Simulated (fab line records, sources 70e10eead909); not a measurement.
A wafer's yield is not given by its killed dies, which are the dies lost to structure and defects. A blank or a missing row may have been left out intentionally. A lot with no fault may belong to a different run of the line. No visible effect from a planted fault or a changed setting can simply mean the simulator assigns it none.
Which tool was responsible? + flow nandHarc + 36 wafers from 12 lots sampled at 6 of the route's 1302 steps

WHAT EACH GAUGE READ, for each wafer
NHARC_A_ONON_D1_THK_MEAS_05: measures by ellipsometry.
| lot  | measured     | on           | thkNm (nm)     |
|------|--------------|--------------|----------------|
| L585 | day 8 13:58  | filmMetro-02 | 999 997 996    |
| L586 | day 8 20:05  | filmMetro-01 | 994 993 994    |
| L587 | day 9 15:47  | filmMetro-01 | 1011 1011 1013 |
| L591 | day 11 02:32 | filmMetro-01 | 990 988 989    |
| L592 | day 11 06:29 | filmMetro-02 | 1008 1008 1007 |
| L593 | day 12 01:47 | filmMetro-01 | 1005 1003 1005 |
| L594 | day 12 06:04 | filmMetro-01 | 1005 1004 1004 |
| L595 | day 13 00:49 | filmMetro-01 | 1009 1009 1009 |
| L597 | day 13 21:47 | filmMetro-01 | 988 989 988    |
| L603 | day 15 23:28 | filmMetro-01 | 1001 1000 1001 |
| L605 | day 16 21:44 | filmMetro-01 | 992 988 992    |
| L606 | day 17 06:07 | filmMetro-01 | 984 985 986    |

NHARC_A_ONON_D1_THK_MEAS_34: measures by ellipsometry.
| lot  | measured     | on           | thkNm (nm)        |
|------|--------------|--------------|-------------------|
| L585 | day 9 02:04  | filmMetro-02 | 198.5 200.6 202.8 |
| L586 | day 9 11:59  | filmMetro-02 | 197.7 203.4 203.2 |
| L587 | day 10 04:04 | filmMetro-01 | 198.2 202.2 204.2 |
| L591 | day 11 18:23 | filmMetro-02 | 200.1 201.0 198.8 |
| L592 | day 11 18:23 | filmMetro-02 | 200.4 197.6 203.6 |
| L593 | day 12 14:29 | filmMetro-01 | 201.4 201.8 205.0 |
| L594 | day 12 18:17 | filmMetro-01 | 202.1 202.1 203.8 |
| L595 | day 13 13:00 | filmMetro-02 | 199.5 202.3 199.7 |
| L597 | day 14 15:02 | filmMetro-02 | 200.7 202.7 201.0 |
| L603 | day 16 15:47 | filmMetro-01 | 157.7 164.2 197.9 |
| L605 | day 17 12:04 | filmMetro-01 | 159.4 198.5 195.5 |
| L606 | day 17 18:22 | filmMetro-01 | 197.2 198.4 201.1 |

NHARC_A_ONON_D1_INSPECT_32.
| lot  | measured     | on               | rawDefectCount |
|------|--------------|------------------|----------------|
| L585 | day 9 02:08  | defectInspect-01 | 29 104 43      |
| L586 | day 9 12:04  | defectInspect-01 | 189 145 119    |
| L587 | day 10 04:07 | defectInspect-01 | 78 68 88       |
| L591 | day 11 18:27 | defectInspect-01 | 61 43 48       |
| L592 | day 11 18:27 | defectInspect-02 | 92 106 73      |
| L593 | day 12 14:34 | defectInspect-01 | 62 38 31       |
| L594 | day 12 18:22 | defectInspect-02 | 76 72 56       |
| L595 | day 13 13:05 | defectInspect-02 | 95 89 151      |
| L597 | day 14 15:07 | defectInspect-01 | 68 79 74       |
| L603 | day 16 15:51 | defectInspect-02 | 50 98 64       |
| L605 | day 17 12:08 | defectInspect-01 | 75 92 70       |
| L606 | day 17 18:27 | defectInspect-01 | 65 54 35       |

NHARC_END_SORT_01.
| lot  | measured     | on        | killedAtArray | killedAtOther | killedAtPeriphery | killedDies | killedOpen | killedShort |
|------|--------------|-----------|---------------|---------------|-------------------|------------|------------|-------------|
| L586 | day 25 16:49 | prober-01 | 24 12 25      | 0 1 2         | 3 3 5             | 27 16 32   | 0 2 6      | 8 1 2       |
| L587 | day 25 12:23 | prober-02 | 68 63 71      | 0 0 0         | 12 9 10           | 80 72 81   | 10 4 3     | 3 0 3       |
| L591 | day 27 22:25 | prober-02 | 66 55 66      | 1 1 2         | 1 3 1             | 68 59 69   | 4 6 4      | 2 4 2       |
| L592 | day 27 15:25 | prober-01 | 55 64 53      | 1 1 0         | 2 2 3             | 58 67 56   | 3 2 4      | 3 2 4       |
| L593 | day 28 11:14 | prober-01 | 23 16 25      | 4 0 1         | 3 1 2             | 30 17 28   | 8 1 4      | 3 5 6       |
| L594 | day 28 13:36 | prober-02 | 74            | 0             | 7                 | 81         | 2          | 1           |
| L595 | day 29 17:01 | prober-01 | 37 31 25      | 1 0 1         | 5 4 8             | 43 35 34   | 4 4 3      | 3 2 2       |

EACH LOT AND THE TOOL THAT RAN IT (in order: tool; ch and the chambers of the sampled wafers; start)
| lot  | NHARC_A_ZERO_WELL_DESCUM_12       | NHARC_A_ONON_D1_DEP_33          |
|------|-----------------------------------|---------------------------------|
| L585 | rieDiel-03 ch 0,1,2, day 7 15:22  | pecvd-01 ch 1,2, day 9 01:41    |
| L586 | rieDiel-05 ch 0,2, day 7 19:11    | pecvd-04 ch 0,1, day 9 11:37    |
| L587 | rieDiel-03 ch 0,1,2, day 8 13:33  | pecvd-04 ch 1,2, day 10 03:38   |
| L591 | rieDiel-03 ch 0,1,3, day 10 02:04 | pecvd-03 ch 0,1, day 11 18:01   |
| L592 | rieDiel-05 ch 0,2,3, day 10 08:31 | pecvd-04 ch 0,2, day 11 17:58   |
| L593 | rieDiel-03 ch 0,1,3, day 11 04:04 | pecvd-01 ch 1,2, day 12 14:07   |
| L594 | rieDiel-08 ch 0,1,3, day 11 06:44 | pecvd-01 ch 0,2, day 12 17:58   |
| L595 | rieDiel-05 ch 0,3, day 12 02:24   | pecvd-03 ch 1,2, day 13 12:35   |
| L597 | rieDiel-08 ch 0,2,3, day 12 23:10 | pecvd-03 ch 1,2, day 14 14:40   |
| L603 | rieDiel-03 ch 1,2,3, day 15 02:27 | pecvd-01 ch 0,2, day 16 15:28   |
| L605 | rieDiel-08 ch 1,2,3, day 15 23:14 | pecvd-01 ch 0,1,2, day 17 11:39 |
| L606 | rieDiel-05 ch 0,1,2, day 16 03:17 | pecvd-03 ch 0,1,2, day 17 17:58 |
- NHARC_A_ZERO_WELL_DESCUM_12: chemistry O2, time 3 s.
- NHARC_A_ONON_D1_DEP_33: deposits SiO2, target thk 200 nm.

AS READ BY THE TOOLS THEMSELVES (means over the sampled wafers that have a number; for cases with no such wafer, the mark the record gives instead)
NHARC_A_ZERO_WELL_DESCUM_12.
| lot  | tool       | drypumpMotorCurrentA (A) | oesProductAu (a.u.) | rfVppV (V) | showerheadPlenumPTorr (Torr) | throttleValvePct (%) |
|------|------------|--------------------------|---------------------|------------|------------------------------|----------------------|
| L585 | rieDiel-03 | 6.1                      | 0.997               | 57.7       | 1.95                         | 11.308               |
| L586 | rieDiel-05 | 5.6                      | 0.999               | 57.4       | 1.87                         | 11.300               |
| L587 | rieDiel-03 | 6.0                      | 1.002               | 58.0       | 1.95                         | 11.311               |
| L591 | rieDiel-03 | 5.8                      | 0.998               | 57.9       | 1.88                         | 11.315               |
| L592 | rieDiel-05 | 5.6                      | 1.004               | 57.5       | 1.84                         | 11.310               |
| L593 | rieDiel-03 | 5.8                      | 0.993               | 57.5       | 1.88                         | 11.306               |
| L594 | rieDiel-08 | 5.7                      | 1.000               | 57.9       | 1.91                         | 11.311               |
| L595 | rieDiel-05 | 5.6                      | 0.989               | 57.5       | 1.85                         | 11.306               |
| L597 | rieDiel-08 | 5.8                      | 1.003               | 57.0       | 1.83                         | 11.312               |
| L603 | rieDiel-03 | 5.8                      | 1.007               | 58.7       | 1.91                         | 11.314               |
| L605 | rieDiel-08 | 5.7                      | 1.014               | 57.3       | 1.92                         | 11.310               |
| L606 | rieDiel-05 | 5.5                      | 1.003               | 58.5       | 1.89                         | 11.310               |

NHARC_A_ONON_D1_DEP_33.
| lot  | tool     | heaterPowerW (W) | mfcPrecursorSccm (sccm) | throttleValvePct (%) |
|------|----------|------------------|-------------------------|----------------------|
| L585 | pecvd-01 | 506              | 161.8                   | 15.9                 |
| L586 | pecvd-04 | 416              | 161.0                   | 15.4                 |
| L587 | pecvd-04 | 429              | 161.1                   | 15.5                 |
| L591 | pecvd-03 | 498              | 161.5                   | 15.9                 |
| L592 | pecvd-04 | 569              | 160.9                   | 15.4                 |
| L593 | pecvd-01 | 502              | 160.9                   | 16.2                 |
| L594 | pecvd-01 | 631              | 161.2                   | 16.6                 |
| L595 | pecvd-03 | 531              | 160.9                   | 16.0                 |
| L597 | pecvd-03 | 593              | 161.1                   | 15.8                 |
| L603 | pecvd-01 | 589              | 139.8                   | 16.0                 |
| L605 | pecvd-01 | 602              | 150.3                   | 15.8                 |
| L606 | pecvd-03 | 565              | 161.4                   | 15.3                 |

THE ANSWER, worked out from the rows above alone
Rule: the lots themselves supply what counts as usual. The widest of any qualifying gaps counts: lots, ordered by their means at a reading, are off when they make up no more than a third of the lots, leave a main group of 4 or more, and stand apart from it by 3 or more times the standard deviation of that group's means. If all means in a main group match to the digits the tables above print for the reading, that group is not used. Also off: a lot with no number at a reading for which 4 or more lots have one. The other lots that the step has rows for count as sound. After the gauges, taken in route order, come the tools' own readings; for these a lot's mean is taken, as printed above. The first step at which some lot is off is used, and at that step the reading that is off furthest; a lot without a number counts as furthest.
Off at NHARC_A_ONON_D1_THK_MEAS_34 (thkNm): L603, L605. The main group has a mean of 201.0 nm with a standard deviation of 1.1.
A tool fits if, at a process step before that reading, it ran every lot that is off, and no sound lot after the first of them. The gauges at NHARC_A_ONON_D1_THK_MEAS_34 aren't tried: what is off there is off at NHARC_A_ONON_D1_DEP_33 too, on other tools, and a gauge's error can't cause that. One fits: NHARC_A_ONON_D1_DEP_33 on pecvd-01. A fault onset in the window from L594 (day 12 17:58, its last sound lot) to L603 (day 16 15:28, its first lot off) fits.
On the lots that are off, the tool's own readings at NHARC_A_ONON_D1_DEP_33 differ by more than 5 times the standard deviation of the sound lots' means, which bears it out; mfcPrecursorSccm reads 145.1 sccm there versus 161.2 sccm on the sound lots.

WHAT HAD BEEN PUT IN BY THE SIMULATOR
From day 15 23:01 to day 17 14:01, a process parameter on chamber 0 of pecvd-01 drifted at NHARC_A_ONON_D1_DEP_33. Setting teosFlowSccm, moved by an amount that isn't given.
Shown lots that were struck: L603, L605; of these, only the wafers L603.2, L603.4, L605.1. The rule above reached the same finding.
